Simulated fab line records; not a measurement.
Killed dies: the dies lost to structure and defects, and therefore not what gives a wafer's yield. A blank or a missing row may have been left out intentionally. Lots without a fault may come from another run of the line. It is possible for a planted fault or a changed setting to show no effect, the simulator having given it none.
Split-lot experiment :: flow n5 finfet :: 21 wafers read across 7 lots, on a route 1938 steps long

== THE SPLIT ITSELF ==
At N5_MOL_CONTACT_COAG_PECVD_31 (deposits SiO2 from TEOS/O2, target thk 46 nm, time 8.9 s), the setting temp c was moved away from the recipe's 400 C on 6 of the 21 wafers read, by -3.4% to +3.6%. For the rest of the wafers, this setting stayed at what the recipe calls for.

== FROM THE SPLIT TO THE READING: what the file shows between them, 2 steps ==
- N5_MOL_CONTACT_COAG_ETCHBACK_135: etches SiO2 in CHF3, target depth 25 nm, time 16.7 s (also split here: time s)
- N5_MOL_CONTACT_COAG_STRIP_118: strips in CHF3

== THE READING ==
etch.depth nm (the simulator's own value, which no gauge read), in nm, at N5_MOL_CONTACT_COAG_VIA_ETCH_46 (etches SiO2 in C4F6/O2, target depth 46 nm, overetch 9.2 nm, time 40 s). No usual value for it is given in the file. Average 45.89 nm, standard deviation 0.66 nm, over the 15 wafers here run with the recipe.

wafer: L074.1
tool, chamber at the split: pecvd-02, 0
temp c as run, C: 412.8
against the recipe: +3.2%
etch.depth nm, nm: 41.99
against lot-mates on the recipe: -4.53

wafer: L074.4
tool, chamber at the split: pecvd-02, 2
temp c as run, C: 400
against the recipe: recipe
etch.depth nm, nm: 46.04
against lot-mates on the recipe: -

wafer: L074.5
tool, chamber at the split: pecvd-02, 0
temp c as run, C: 400
against the recipe: recipe
etch.depth nm, nm: 47.01
against lot-mates on the recipe: -

wafer: L080.2
tool, chamber at the split: pecvd-01, 2
temp c as run, C: 394.2
against the recipe: -1.5%
etch.depth nm, nm: 45.83
against lot-mates on the recipe: -0.04

wafer: L080.3
tool, chamber at the split: pecvd-01, 2
temp c as run, C: 400
against the recipe: recipe
etch.depth nm, nm: 45.87
against lot-mates on the recipe: -

wafer: L080.6
tool, chamber at the split: pecvd-01, 1
temp c as run, C: 394.2
against the recipe: -1.5%
etch.depth nm, nm: 47.34
against lot-mates on the recipe: +1.47

wafer: L088.1
tool, chamber at the split: pecvd-04, 1
temp c as run, C: 400
against the recipe: recipe
etch.depth nm, nm: 45.35
against lot-mates on the recipe: -

wafer: L088.3
tool, chamber at the split: pecvd-04, 2
temp c as run, C: 411.3
against the recipe: +2.8%
etch.depth nm, nm: 42.18
against lot-mates on the recipe: -3.18

wafer: L088.4
tool, chamber at the split: pecvd-04, 1
temp c as run, C: 400
against the recipe: recipe
etch.depth nm, nm: 45.37
against lot-mates on the recipe: -

wafer: L089.2
tool, chamber at the split: pecvd-01, 1
temp c as run, C: 400
against the recipe: recipe
etch.depth nm, nm: 46.28
against lot-mates on the recipe: -

wafer: L089.4
tool, chamber at the split: pecvd-01, 0
temp c as run, C: 414.5
against the recipe: +3.6%
etch.depth nm, nm: 42.47
against lot-mates on the recipe: -4.27

wafer: L089.5
tool, chamber at the split: pecvd-01, 1
temp c as run, C: 400
against the recipe: recipe
etch.depth nm, nm: 47.2
against lot-mates on the recipe: -

wafer: L090.1
tool, chamber at the split: pecvd-01, 2
temp c as run, C: 400
against the recipe: recipe
etch.depth nm, nm: 45.05
against lot-mates on the recipe: -

wafer: L090.4
tool, chamber at the split: pecvd-01, 1
temp c as run, C: 400
against the recipe: recipe
etch.depth nm, nm: 46.31
against lot-mates on the recipe: -

wafer: L090.6
tool, chamber at the split: pecvd-01, 2
temp c as run, C: 400
against the recipe: recipe
etch.depth nm, nm: 46.01
against lot-mates on the recipe: -

wafer: L091.1
tool, chamber at the split: pecvd-01, 1
temp c as run, C: 400
against the recipe: recipe
etch.depth nm, nm: 45.48
against lot-mates on the recipe: -

wafer: L091.2
tool, chamber at the split: pecvd-01, 0
temp c as run, C: 400
against the recipe: recipe
etch.depth nm, nm: 45.77
against lot-mates on the recipe: -

wafer: L091.4
tool, chamber at the split: pecvd-01, 1
temp c as run, C: 400
against the recipe: recipe
etch.depth nm, nm: 45.93
against lot-mates on the recipe: -

wafer: L095.2
tool, chamber at the split: pecvd-01, 1
temp c as run, C: 400
against the recipe: recipe
etch.depth nm, nm: 44.6
against lot-mates on the recipe: -

wafer: L095.4
tool, chamber at the split: pecvd-01, 2
temp c as run, C: 386.4
against the recipe: -3.4%
etch.depth nm, nm: 49.28
against lot-mates on the recipe: +3.97

wafer: L095.5
tool, chamber at the split: pecvd-01, 0
temp c as run, C: 400
against the recipe: recipe
etch.depth nm, nm: 46.03
against lot-mates on the recipe: -

FIT RESULTS
A straight line over all 21 wafers: etch.depth nm changes by -1.03 nm for each +1% of temp c; r = -0.91; the points scatter about the line by 0.71 nm.
The same after taking each lot's own level away (the mean of its wafers on the recipe; 21 wafers): -1.15 nm for each +1%; r = -0.95; scatter 0.57 nm.
That fit puts the effect of the largest move of temp c on the reading at 4.2 nm.
Across the lots, their own levels run from 45.315 to 46.740 nm, a range of 2.2 times the standard deviation given above.
Thus the slope moves with the lot-to-lot level: the two fits are different.
Check: -4.3 nm against its lot-mates is what the line predicts for one of the wafers moved furthest among these (+3.6%) when that wafer is left out of the fit. It came out at -4.27 nm against them.

== THE OTHER SPLITS THESE WAFERS WENT THROUGH ==
Note: prior to the reading, these wafers also went through further splits. Each is held against what the fit with the lots' levels taken away leaves over:
other split on the same wafers: N5_ZERO_LAYER_PECVD_02 time s
wafers away from the commonest value: 9
r with etch.depth nm (lot level and that fit taken away): +0.08

other split on the same wafers: N5_PMOS_HMC_CHANNEL_EPI_PEB_07 peb time s
wafers away from the commonest value: 8
r with etch.depth nm (lot level and that fit taken away): -0.14

other split on the same wafers: N5_PMOS_HMC_CHANNEL_EPI_DEVELOP_08 develop time s
wafers away from the commonest value: 11
r with etch.depth nm (lot level and that fit taken away): +0.08

other split on the same wafers: N5_DUMMY_GATE_COAT_34 spin rpm
wafers away from the commonest value: 4
r with etch.depth nm (lot level and that fit taken away): -0.32

other split on the same wafers: N5_SD_EPI_N_PEB_07 peb time s
wafers away from the commonest value: 6
r with etch.depth nm (lot level and that fit taken away): +0.40

other split on the same wafers: N5_SD_EPI_N_ETCH_45 target depth a
wafers away from the commonest value: 8
r with etch.depth nm (lot level and that fit taken away): -0.10

other split on the same wafers: N5_MOL_CONTACT_COAG_ETCHBACK_135 time s
wafers away from the commonest value: 9
r with etch.depth nm (lot level and that fit taken away): -0.32

== THE WHOLE CHAIN: every reading that the file lists as answering this split, in the file's order ==
step: N5_MOL_CONTACT_COAG_PECVD_31
what it does: deposits SiO2 from TEOS/O2, target thk 46 nm, time 8.9 s
reading: SiO2_of_MOL_CONTACT_COAG_PECVD_31.thk nm (the simulator's own value, which no gauge read)
change (the file's fit): -1.19 nm for each +1% of the setting
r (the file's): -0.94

step: N5_MOL_CONTACT_COAG_VIA_ETCH_46
what it does: etches SiO2 in C4F6/O2, target depth 46 nm, overetch 9.2 nm, time 40 s
reading: etch.depth nm (the simulator's own value, which no gauge read)
change (the file's fit): -1.19 nm for each +1% of the setting
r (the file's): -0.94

== THE FILE'S OWN FIT ==
etch.depth nm changes by -1.19 nm for each +1% of temp c, r = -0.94.
